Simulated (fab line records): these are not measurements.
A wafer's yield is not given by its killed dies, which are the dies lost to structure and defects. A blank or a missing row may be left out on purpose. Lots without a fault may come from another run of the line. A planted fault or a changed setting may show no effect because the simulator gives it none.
The tool behind it: which one? / flow nandHarc / 14 lots, 42 wafers sampled, at 6 steps of a route of 1159

WHAT THE GAUGES SHOWED, per wafer
NHARC_P_ZERO_WELL_CD_MEAS_11: target cd 500 nm.
lot=L737; measured=day 1 13:22; on=cdSem-03; cdNm (nm)=499.6 499.8 497.9
lot=L738; measured=day 1 19:21; on=cdSem-02; cdNm (nm)=500.8 502.9 500.8
lot=L740; measured=day 2 07:19; on=cdSem-01; cdNm (nm)=502.0 500.0 498.5
lot=L744; measured=day 3 07:14; on=cdSem-01; cdNm (nm)=500.1 498.6 501.0
lot=L748; measured=day 4 07:07; on=cdSem-01; cdNm (nm)=502.1 501.9 500.1
lot=L749; measured=day 4 13:07; on=cdSem-01; cdNm (nm)=499.7 500.9 500.8
lot=L751; measured=day 5 01:14; on=cdSem-01; cdNm (nm)=500.4 501.3 500.1
lot=L752; measured=day 5 07:14; on=cdSem-03; cdNm (nm)=500.7 501.5 502.0
lot=L753; measured=day 5 13:16; on=cdSem-03; cdNm (nm)=501.0 499.2 500.9
lot=L754; measured=day 5 19:29; on=cdSem-03; cdNm (nm)=498.2 499.3 499.9
lot=L755; measured=day 6 01:11; on=cdSem-03; cdNm (nm)=500.3 502.5 500.0
lot=L757; measured=day 6 13:18; on=cdSem-02; cdNm (nm)=502.4 501.9 500.9
lot=L759; measured=day 7 01:09; on=cdSem-02; cdNm (nm)=502.0 501.8 500.7
lot=L760; measured=day 7 07:20; on=cdSem-03; cdNm (nm)=499.6 498.6 503.6

NHARC_P_ZERO_WELL_INSPECT_43.
lot=L737; measured=day 1 19:46; on=defectInspect-02; rawDefectCount=15 17 17
lot=L738; measured=day 2 01:34; on=defectInspect-01; rawDefectCount=11 13 7
lot=L740; measured=day 2 13:43; on=defectInspect-01; rawDefectCount=15 12 17
lot=L744; measured=day 3 13:33; on=defectInspect-01; rawDefectCount=19 15 10
lot=L748; measured=day 4 13:13; on=defectInspect-01; rawDefectCount=58 3 54
lot=L749; measured=day 4 19:21; on=defectInspect-02; rawDefectCount=9 53 46
lot=L751; measured=day 5 07:35; on=defectInspect-02; rawDefectCount=12 17 23
lot=L752; measured=day 5 13:37; on=defectInspect-02; rawDefectCount=13 8 10
lot=L753; measured=day 5 19:37; on=defectInspect-02; rawDefectCount=13 11 12
lot=L754; measured=day 6 01:49; on=defectInspect-01; rawDefectCount=15 13 10
lot=L755; measured=day 6 07:46; on=defectInspect-01; rawDefectCount=7 13 7
lot=L757; measured=day 6 19:40; on=defectInspect-02; rawDefectCount=7 7 4
lot=L759; measured=day 7 07:32; on=defectInspect-01; rawDefectCount=16 10 8
lot=L760; measured=day 7 13:37; on=defectInspect-02; rawDefectCount=16 22 21

NHARC_P_STI_INSPECT_11.
lot=L737; measured=day 2 15:04; on=defectInspect-01; rawDefectCount=16 10 6
lot=L738; measured=day 2 17:40; on=defectInspect-01; rawDefectCount=3 6 5
lot=L740; measured=day 3 05:52; on=defectInspect-02; rawDefectCount=8 7 6
lot=L744; measured=day 4 04:11; on=defectInspect-02; rawDefectCount=11 4 2
lot=L748; measured=day 5 07:53; on=defectInspect-02; rawDefectCount=55 6 42
lot=L749; measured=day 5 07:55; on=defectInspect-02; rawDefectCount=7 45 44
lot=L751; measured=day 5 22:52; on=defectInspect-01; rawDefectCount=4 2 4
lot=L752; measured=day 6 06:09; on=defectInspect-02; rawDefectCount=5 8 6
lot=L753; measured=day 6 11:00; on=defectInspect-02; rawDefectCount=3 4 8
lot=L754; measured=day 6 17:17; on=defectInspect-02; rawDefectCount=6 3 4
lot=L755; measured=day 7 01:29; on=defectInspect-01; rawDefectCount=4 1 4
lot=L757; measured=day 7 12:22; on=defectInspect-01; rawDefectCount=1 6 6
lot=L759; measured=day 8 00:59; on=defectInspect-02; rawDefectCount=7 3 3
lot=L760; measured=day 8 08:07; on=defectInspect-01; rawDefectCount=8 4 5

NHARC_P_STI_CD_MEAS_16.
lot=L737; measured=day 2 15:38; on=cdSem-01; cdNm (nm)=200.5 198.0 200.2
lot=L738; measured=day 2 18:16; on=cdSem-02; cdNm (nm)=199.1 201.9 206.0
lot=L740; measured=day 3 06:26; on=cdSem-03; cdNm (nm)=200.3 200.3 202.4
lot=L744; measured=day 4 04:45; on=cdSem-02; cdNm (nm)=201.5 198.4 201.5
lot=L748; measured=day 5 08:27; on=cdSem-02; cdNm (nm)=198.3 199.9 195.4
lot=L749; measured=day 5 08:31; on=cdSem-02; cdNm (nm)=202.4 197.4 199.8
lot=L751; measured=day 5 23:26; on=cdSem-01; cdNm (nm)=203.0 199.2 198.1
lot=L752; measured=day 6 06:44; on=cdSem-03; cdNm (nm)=196.2 197.9 193.8
lot=L753; measured=day 6 11:35; on=cdSem-01; cdNm (nm)=200.8 198.1 202.6
lot=L754; measured=day 6 17:52; on=cdSem-03; cdNm (nm)=198.9 203.9 199.6
lot=L755; measured=day 7 02:04; on=cdSem-01; cdNm (nm)=202.9 208.4 207.7
lot=L757; measured=day 7 12:59; on=cdSem-02; cdNm (nm)=199.3 199.9 200.5
lot=L759; measured=day 8 01:34; on=cdSem-01; cdNm (nm)=202.3 202.6 202.7
lot=L760; measured=day 8 08:42; on=cdSem-02; cdNm (nm)=200.7 201.9 199.7

NHARC_END_SORT_01.
lot=L748; measured=day 22 10:38; on=prober-01; killedAtArray=30 47 31; killedAtOther=1 0 0; killedAtPeriphery=21 2 19; killedDies=52 49 50; killedOpen=5 3 3; killedShort=3 2 3
lot=L749; measured=day 21 18:59; on=prober-01; killedAtArray=15 9 15; killedAtOther=0 0 0; killedAtPeriphery=1 30 27; killedDies=16 39 42; killedOpen=6 4 6; killedShort=0 0 3

WHAT TOOL EACH LOT RAN ON (gives the tool, then ch and the chambers of the sampled wafers, and finally the start)
lot=L737; NHARC_P_ZERO_WELL_PECVD_02=pecvd-03 ch 0,2, day 1 12:26
lot=L738; NHARC_P_ZERO_WELL_PECVD_02=pecvd-03 ch 0,2, day 1 18:30
lot=L740; NHARC_P_ZERO_WELL_PECVD_02=pecvd-02 ch 0,1, day 2 06:36
lot=L744; NHARC_P_ZERO_WELL_PECVD_02=pecvd-02 ch 0,1, day 3 06:27
lot=L748; NHARC_P_ZERO_WELL_PECVD_02=pecvd-03 ch 0,1, day 4 06:27
lot=L749; NHARC_P_ZERO_WELL_PECVD_02=pecvd-03 ch 0,2, day 4 12:26
lot=L751; NHARC_P_ZERO_WELL_PECVD_02=pecvd-02 ch 1,2, day 5 00:29
lot=L752; NHARC_P_ZERO_WELL_PECVD_02=pecvd-02 ch 1,2, day 5 06:29
lot=L753; NHARC_P_ZERO_WELL_PECVD_02=pecvd-02 ch 0,1,2, day 5 12:30
lot=L754; NHARC_P_ZERO_WELL_PECVD_02=pecvd-02 ch 0,2, day 5 18:47
lot=L755; NHARC_P_ZERO_WELL_PECVD_02=pecvd-01 ch 0,2, day 6 00:33
lot=L757; NHARC_P_ZERO_WELL_PECVD_02=pecvd-01 ch 0,1,2, day 6 12:31
lot=L759; NHARC_P_ZERO_WELL_PECVD_02=pecvd-02 ch 0,1,2, day 7 00:27
lot=L760; NHARC_P_ZERO_WELL_PECVD_02=pecvd-02 ch 0,1, day 7 06:33
- NHARC_P_ZERO_WELL_PECVD_02: deposits SiO2, target thk 10 nm.

WHAT THE TOOLS THEMSELVES READ (means of the sampled wafers that have a number; where no wafer has one, the mark that the record gives instead)
The record holds no such reading with a usual standard deviation.

THE ANSWER, worked out from the rows above alone
Rule: the lots themselves supply what counts as usual. Put in order of their means at a reading, lots are off if they are a third of the lots or fewer, leave a main group of 4 or more, and stand apart from it by a gap of 3 or more times the standard deviation of the main group's means; of several such gaps the widest counts. A main group whose means are all the same, to the digits that the tables above print for the reading, isn't used. Also off: a lot with no number at a reading for which 4 or more lots have one. All remaining lots with rows at the step are treated as sound. First the gauges in route order, then the tools' own readings, where a lot's mean is used as printed above. The first step at which some lot is off is used, and at that step the reading that is off furthest; a lot without a number counts as furthest.
Off: L748, L749, at NHARC_P_ZERO_WELL_INSPECT_43 (rawDefectCount). The main group: mean 13, standard deviation 3.7.
A tool fits if, at a process step before that reading, it ran every lot that is off, and no sound lot after the first of them. Those tools and the gauges at NHARC_P_ZERO_WELL_INSPECT_43 are tried in the same way. One candidate fits, namely pecvd-03 at NHARC_P_ZERO_WELL_PECVD_02. Its last sound lot is L738 (day 1 18:30), its first lot that is off L748 (day 4 06:27): a fault that began between those two fits.

WHAT THE SIMULATOR HAD INSERTED
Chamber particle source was pecvd-03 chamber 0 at NHARC_P_ZERO_WELL_PECVD_02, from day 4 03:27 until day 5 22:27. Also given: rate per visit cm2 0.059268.
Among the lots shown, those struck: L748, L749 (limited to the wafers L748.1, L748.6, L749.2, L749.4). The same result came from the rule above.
